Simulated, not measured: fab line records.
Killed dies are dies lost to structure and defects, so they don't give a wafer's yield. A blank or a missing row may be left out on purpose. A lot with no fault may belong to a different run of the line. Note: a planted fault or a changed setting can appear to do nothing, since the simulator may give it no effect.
Which tool is to blame? ; flow nand-harc ; 36 wafers from 12 lots sampled at 3 of the route's 1159 steps

== WHAT EACH GAUGE READ, for each wafer ==
NHARC_A_CONTACT_INSPECT_71.
lot;measured;on;raw-defect-count
L076;day 16 18:22;defect-inspect-02;13 25 21
L079;day 17 07:07;defect-inspect-02;14 19 13
L080;day 17 12:33;defect-inspect-02;26 34 31
L081;day 18 05:43;defect-inspect-02;40 32 26
L082;day 18 18:00;defect-inspect-02;29 39 45
L086;day 19 21:29;defect-inspect-02;17 21 14
L087;day 20 02:47;defect-inspect-01;25 29 34
L090;day 20 15:53;defect-inspect-01;27 26 24
L088;day 20 18:15;defect-inspect-01;14 12 15
L092;day 21 07:08;defect-inspect-01;16 24 29
L096;day 21 10:44;defect-inspect-01;44 50 36
L097;day 22 12:46;defect-inspect-02;38 41 46

== WHAT TOOL EACH LOT RAN ON (gives the tool, then ch and the chambers of the sampled wafers, and finally the start) ==
lot;NHARC_A_CONTACT_ETCH_50;NHARC_A_CONTACT_ETCH_111
L076;rie-diel-01 ch 0,1, day 16 12:35 or earlier;har-cap-etch-02 ch 0,1, day 16 12:35
L079;rie-diel-11 ch 2,3, day 17 01:07 or earlier;har-cap-etch-02 ch 0,1, day 17 01:07
L080;rie-diel-11 ch 0,1,2, day 17 05:50 or earlier;har-cap-etch-01 ch 0,1, day 17 05:50
L081;rie-diel-12 ch 0,1,2, day 17 23:44 or earlier;har-cap-etch-02 ch 0,1, day 17 23:44
L082;rie-diel-12 ch 1,2, day 18 12:15 or earlier;har-cap-etch-03 ch 0, day 18 12:15
L086;rie-diel-12 ch 0,3, day 19 15:13 or earlier;har-cap-etch-02 ch 0,1, day 19 15:13
L087;rie-diel-11 ch 0,1,2, day 19 21:15 or earlier;har-cap-etch-03 ch 0,1, day 19 21:15
L090;rie-diel-12 ch 0,2,3, day 20 07:17 or earlier;har-cap-etch-01 ch 0,1, day 20 07:17
L088;rie-diel-11 ch 1,3, day 20 12:41 or earlier;har-cap-etch-01 ch 1, day 20 12:41
L092;rie-diel-01 ch 0,1, day 20 19:08 or earlier;har-cap-etch-02 ch 0, day 20 19:08
L096;rie-diel-01 ch 1,2,3, day 20 22:11 or earlier;har-cap-etch-02 ch 0,1, day 20 22:11
L097;rie-diel-11 ch 1,2,3, day 22 07:20 or earlier;har-cap-etch-03 ch 0, day 22 07:20
- NHARC_A_CONTACT_ETCH_50: etches the open film in CF4/CHF3, target depth 84.7 nm, time 42.4 s.
- NHARC_A_CONTACT_ETCH_111: etches the open film in C4F8/O2/Ar, time 140 s, target depth 700 nm.

== THE ANSWER, worked out from the rows above alone ==
Rule: usual is defined by the lots themselves. Put in order of their means at a reading, lots are off if they are a third of the lots or fewer, leave a main group of 4 or more, and stand apart from it by a gap of 3 or more times the standard deviation of the main group's means; of several such gaps the widest counts. The tables above print the reading to a certain number of digits; a main group whose means all agree to those digits is not used. A lot without any number at a reading at which 4 lots or more have one is off too. All remaining lots with rows at the step are treated as sound.
Across all readings shown, no lot is off: no conclusion can be drawn from this.

== WHAT THE SIMULATOR HAD INSERTED ==
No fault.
